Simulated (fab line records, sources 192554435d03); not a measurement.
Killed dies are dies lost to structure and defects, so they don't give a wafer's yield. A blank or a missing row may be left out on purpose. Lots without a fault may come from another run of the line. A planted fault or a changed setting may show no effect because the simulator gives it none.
A struck lot beside a sound one | flow n5_finfet | 14 steps out of a route of 1938
Sound: wafers L666.1, L666.2, L666.4. Struck: wafers L678.4, L678.5, L678.6. The cause comes at the end.
At each step with rows: each side's tool, then ch and its chambers, then its first start. Under that, the readings that differ: sound wafers | struck wafers | difference of the means | sigmas: that difference in standard deviations of wafers without a fault.
alike: readings whose means differ by less than 2 such deviations, and words and numbers that are the same on both sides. not compared: withheld readings, readings that some wafer has no value for, bounds like >300 that may hide the same value, and numbers for which the record gives no deviation and whose values overlap.
The two part at a step that has a row with sigmas, a row that says differs or no value, or rows on one side only. Numbers that don't overlap but have no deviation are shown without sigmas and don't part them. A reading that every wafer of one side lacks parts them only if that side has two wafers or more.

N5_BEOL_M10_ETCH_62: etches SOC in N2/H2, target depth 110 nm, overetch 22 nm, time 165 s.
  sound on rie_diel-01 ch 1,2,3, day 11 03:10; struck on rie_diel-01 ch 0,1,3, day 14 01:15
  alike: bias_w, drypump_motor_current_A, oes_product_au, rf_vpp_V, showerhead_plenum_p_Torr, throttle_valve_pct
  not compared: rf_hours_counter_h
then, 1 step without rows for these wafers: N5_BEOL_M10_STRIP_68 (strips in N2/H2).
N5_BEOL_M10_STRIP_67: strips in CF4.
  sound on rie_diel-01 ch 1,2,3, day 11 03:19; struck on rie_diel-01 ch 0,1,3, day 14 01:23
  alike: drypump_motor_current_A, oes_product_au, rf_vpp_V, showerhead_plenum_p_Torr, throttle_valve_pct
  not compared: rf_hours_counter_h
N5_BEOL_M10_HM_OPEN_17: chemistry Cl2/BCl3, target TiN, target depth 20 nm, overetch 6 nm.
  sound on rie_metal-01 ch 0,1, day 11 03:21; struck on rie_metal-01 ch 0,1, day 14 01:28
  alike: bias_w, drypump_motor_current_A, oes_product_au, throttle_valve_pct
  not compared: rf_hours_counter_h
N5_BEOL_M10_STRIP_19: strips in O2.
  sound on rie_diel-04 ch 0,2,3, day 11 03:28; struck on rie_diel-01 ch 0,2,3, day 14 01:33
  alike: drypump_motor_current_A, oes_product_au, rf_vpp_V, showerhead_plenum_p_Torr, throttle_valve_pct
  not compared: rf_hours_counter_h
N5_BEOL_M10_CD_MEAS_18: pitch 140 nm, target cd 70 nm.
  sound on cd_sem-01, day 11 03:32; struck on cd_sem-03, day 14 01:37
  alike: cd_nm
then, 6 steps without rows for these wafers: N5_BEOL_M10_COAT_63 (time 60 s, resist thk 100 nm); N5_BEOL_M10_COAT_64 (time 60 s, resist thk 30 nm); N5_BEOL_M10_COAT_22 (resist thk 90 nm); N5_BEOL_M10_EBR_24; N5_BEOL_M10_SOFTBAKE_23 (time 60 s); N5_BEOL_M10_EXPOSE_25 (exposes mask V9).
N5_BEOL_M10_PEB_26: peb time 60 s.
  sound on litho_track-02 ch 0, day 11 04:55; struck on litho_track-01, day 14 02:22
  no value came back on the struck wafers for chill_plate_temp_C (C), exhaust_pa (Pa); on the sound wafers chill_plate_temp_C (C) reads 23.19 23.06 22.92
then, 1 step without rows for these wafers: N5_BEOL_M10_DEVELOP_27 (develop time 30 s).

WHERE THEY PART
Only at N5_BEOL_M10_PEB_26, within this record.

WHY: what the simulator had put in
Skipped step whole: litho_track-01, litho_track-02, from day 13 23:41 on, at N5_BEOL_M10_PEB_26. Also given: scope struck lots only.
